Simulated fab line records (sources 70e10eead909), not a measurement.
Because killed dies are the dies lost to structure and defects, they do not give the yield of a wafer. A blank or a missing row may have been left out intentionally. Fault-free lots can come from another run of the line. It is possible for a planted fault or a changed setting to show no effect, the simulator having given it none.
Which tool was responsible? ; flow nand-harc ; 13 lots with 38 wafers sampled at 5 steps, on a route of 1159 steps

WHAT EACH GAUGE READ, for each wafer
NHARC_END_SORT_01.
lot;measured;on;killed-at-array;killed-at-other;killed-at-periphery;killed-dies;killed-open;killed-short
L446;day 22 09:58;prober-02;33 38 32;0 0 0;4 3 6;37 41 38;3 3 6;1 3 3
L448;day 23 00:46;prober-01;16 14 17;0 0 0;5 3 4;21 17 21;2 2 8;7 3 1
L447;day 22 17:03;prober-01;23 35 31;1 0 0;2 2 2;26 37 33;2 1 4;4 3 2
L449;day 23 16:25;prober-01;24 19 24;0 0 0;4 3 4;28 22 28;1 6 1;2 0 1
L452;day 23 08:41;prober-02;28 39 18;0 0 0;2 0 1;30 39 19;3 5 1;3 1 0
L453;day 24 00:25;prober-02;674 673 665;0 0 1;1 2 11;675 675 677;6 2 3;0 1 2
L454;day 24 08:08;prober-02;673 671;0 1;1 3;674 675;2 2;4 0
L458;day 24 08:00;prober-01;31 44 36;0 0 2;4 2 1;35 46 39;1 2 1;0 0 1
L459;day 24 23:32;prober-01;37 28 40;1 0 1;3 2 2;41 30 43;5 2 2;1 2 3
L464;day 25 18:58;prober-02;28 53 49;0 0 0;5 4 1;33 57 50;3 5 2;2 0 3
L465;day 25 09:01;prober-01;34 17 30;0 0 1;7 1 2;41 18 33;3 0 0;3 2 1
L467;day 25 23:50;prober-01;17 17 19;0 0 1;3 1 3;20 18 23;3 3 3;3 2 2
L468;day 26 06:52;prober-01;15 15 20;0 1 0;3 8 13;18 24 33;4 3 3;0 3 7

WHICH TOOL RAN EACH LOT (tool, then ch and the chambers of the sampled wafers, then the start)
lot;NHARC_A_SLIT_DEP_00;NHARC_THIN_TSV_DEGAS_49;NHARC_THIN_TSV_CMP_21;NHARC_THIN_TSV_ETCH_59
L446;acl-dep-02 ch 0, day 14 01:16;pvd-sputter-02, day 21 17:02;cmp-03 ch 0,1,2, day 21 19:13;rie-metal-01 ch 0,1, day 21 22:17
L448;acl-dep-02 ch 0, day 14 12:19;pvd-sputter-02, day 21 21:08;cmp-04 ch 0,1, day 21 23:33;rie-metal-02 ch 0,1, day 22 05:05
L447;acl-dep-03 ch 0, day 14 12:56;pvd-sputter-02, day 21 19:50;cmp-04 ch 0,3, day 21 22:26;rie-metal-03 ch 0,1, day 22 03:29
L449;acl-dep-02 ch 0, day 15 04:32;pvd-sputter-02, day 21 23:49;cmp-03 ch 0,2,3, day 22 04:41;rie-metal-02 ch 0,1, day 22 06:45
L452;acl-dep-01 ch 0, day 16 04:41;pvd-sputter-02, day 22 02:17;cmp-03 ch 0,1,3, day 22 05:37;rie-metal-02 ch 0,1, day 22 07:35
L453;acl-dep-02 ch 0, day 16 19:16;-;-;-
L454;acl-dep-02 ch 0, day 16 21:16;-;-;-
L458;acl-dep-03 ch 0, day 17 09:11;pvd-sputter-02, day 22 07:31;cmp-04 ch 0,1,3, day 22 09:07;rie-metal-03 ch 0,1, day 22 10:59
L459;acl-dep-01 ch 0, day 17 20:31;pvd-sputter-03, day 22 23:56;cmp-03 ch 0,2,3, day 23 01:33;rie-metal-03 ch 0,1, day 23 03:34
L464;acl-dep-03 ch 0, day 19 00:41;pvd-sputter-03, day 23 16:32;cmp-02 ch 1,2,3, day 23 18:07;rie-metal-02 ch 0,1, day 23 19:59
L465;acl-dep-01 ch 0, day 19 01:56;pvd-sputter-03, day 23 11:37;cmp-02 ch 0,3, day 23 13:07;rie-metal-03 ch 0,1, day 23 15:05
L467;acl-dep-01 ch 0, day 19 10:11;pvd-sputter-01, day 24 01:05;cmp-03 ch 1,2, day 24 02:43;rie-metal-03 ch 0,1, day 24 04:40
L468;acl-dep-03 ch 0, day 20 08:17;pvd-sputter-01, day 24 16:54;cmp-04 ch 1,2, day 24 18:28;rie-metal-03 ch 0,1, day 24 20:16
- NHARC_A_SLIT_DEP_00: deposits aC, target thk 3200 nm.
- NHARC_THIN_TSV_DEGAS_49: time 120 s.
- NHARC_THIN_TSV_CMP_21: polishes, t overpolish 30 s, target thk 2000 nm.
- NHARC_THIN_TSV_ETCH_59: etches the open film in Cl2/BCl3, target depth 880 nm, time 138.1 s.

WHAT THE TOOLS THEMSELVES READ (means of the sampled wafers that have a number; where no wafer has one, the mark that the record gives instead)
NHARC_A_SLIT_DEP_00.
lot;tool;susceptor-temp-C (C);throttle-valve-pct (%)
L446;acl-dep-02;400.03;35.000
L448;acl-dep-02;400.04;35.003
L447;acl-dep-03;-;35.005
L449;acl-dep-02;-;34.991
L452;acl-dep-01;399.84;35.000
L453;acl-dep-02;400.18;35.002
L454;acl-dep-02;-;35.004
L458;acl-dep-03;399.94;35.001
L459;acl-dep-01;-;35.001
L464;acl-dep-03;399.70;35.001
L465;acl-dep-01;399.95;34.999
L467;acl-dep-01;399.85;34.999
L468;acl-dep-03;400.17;34.998

NHARC_THIN_TSV_DEGAS_49.
lot;tool;heater-power-w (W);susceptor-temp-C (C)
L446;pvd-sputter-02;467;299.97
L448;pvd-sputter-02;462;299.87
L447;pvd-sputter-02;453;300.06
L449;pvd-sputter-02;451;300.21
L452;pvd-sputter-02;480;299.97
L458;pvd-sputter-02;467;299.88
L459;pvd-sputter-03;486;300.19
L464;pvd-sputter-03;451;299.92
L465;pvd-sputter-03;382;299.91
L467;pvd-sputter-01;520;299.96
L468;pvd-sputter-01;512;299.89

NHARC_THIN_TSV_CMP_21.
lot;tool;motor-current-A (A);overpolish-run-s (s)
L446;cmp-03;13.2;29.997
L448;cmp-04;14.1;30.001
L447;cmp-04;12.9;29.996
L449;cmp-03;13.6;30.006
L452;cmp-03;13.0;30.005
L458;cmp-04;14.3;29.997
L459;cmp-03;13.3;30.001
L464;cmp-02;12.3;30.001
L465;cmp-02;12.2;29.996
L467;cmp-03;13.6;29.994
L468;cmp-04;13.8;29.999

NHARC_THIN_TSV_ETCH_59.
lot;tool;drypump-motor-current-A (A);he-backside-leak-sccm (sccm);oes-product-au (a.u.);rf-fwd-power-W (W);throttle-valve-pct (%)
L446;rie-metal-01;5.96;3.17;1.000;898.0;22.255
L448;rie-metal-02;5.52;3.49;0.999;897.1;22.261
L447;rie-metal-03;5.35;3.27;0.994;893.4;22.265
L449;rie-metal-02;5.69;3.56;1.000;898.2;22.262
L452;rie-metal-02;5.53;3.28;1.002;894.2;22.264
L458;rie-metal-03;5.37;3.30;1.009;893.4;22.263
L459;rie-metal-03;5.37;3.07;1.002;893.0;22.264
L464;rie-metal-02;5.54;3.43;1.001;895.3;22.273
L465;rie-metal-03;5.35;3.27;1.003;897.8;22.270
L467;rie-metal-03;5.32;3.20;1.011;898.2;22.261
L468;rie-metal-03;5.30;3.18;0.999;894.5;22.260

THE ANSWER, worked out from the rows above alone
Rule: usual is defined by the lots themselves. Put in order of their means at a reading, lots are off if they are a third of the lots or fewer, leave a main group of 4 or more, and stand apart from it by a gap of 3 or more times the standard deviation of the main group's means; of several such gaps the widest counts. If all means in a main group match to the digits the tables above print for the reading, that group is not used. Also off: a lot with no number at a reading for which 4 or more lots have one. Where the step has rows for the other lots, those lots are counted as sound. After the gauges, taken in route order, come the tools' own readings; for these a lot's mean is taken, as printed above. The first step at which some lot is off is used, and at that step the reading that is off furthest; a lot without a number counts as furthest.
Off, at NHARC_END_SORT_01 on killed-dies: L453, L454. Main group: mean 31, sd 8.2.
If a tool, at a process step before that reading, ran all the lots that are off and no sound lot after the first of them, it fits. Those tools and the gauges at NHARC_END_SORT_01 are tried in the same way. One fits: NHARC_A_SLIT_DEP_00 on acl-dep-02. Its last sound lot is L449 (day 15 04:32), its first lot that is off L453 (day 16 19:16): a fault that began between those two fits.

WHAT THE SIMULATOR PUT IN
Process parameters drifting: acl-dep-02 at NHARC_A_SLIT_DEP_00, beginning at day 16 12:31. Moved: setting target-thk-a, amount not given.
Shown lots that were struck: L453, L454. Same finding as the rule above.
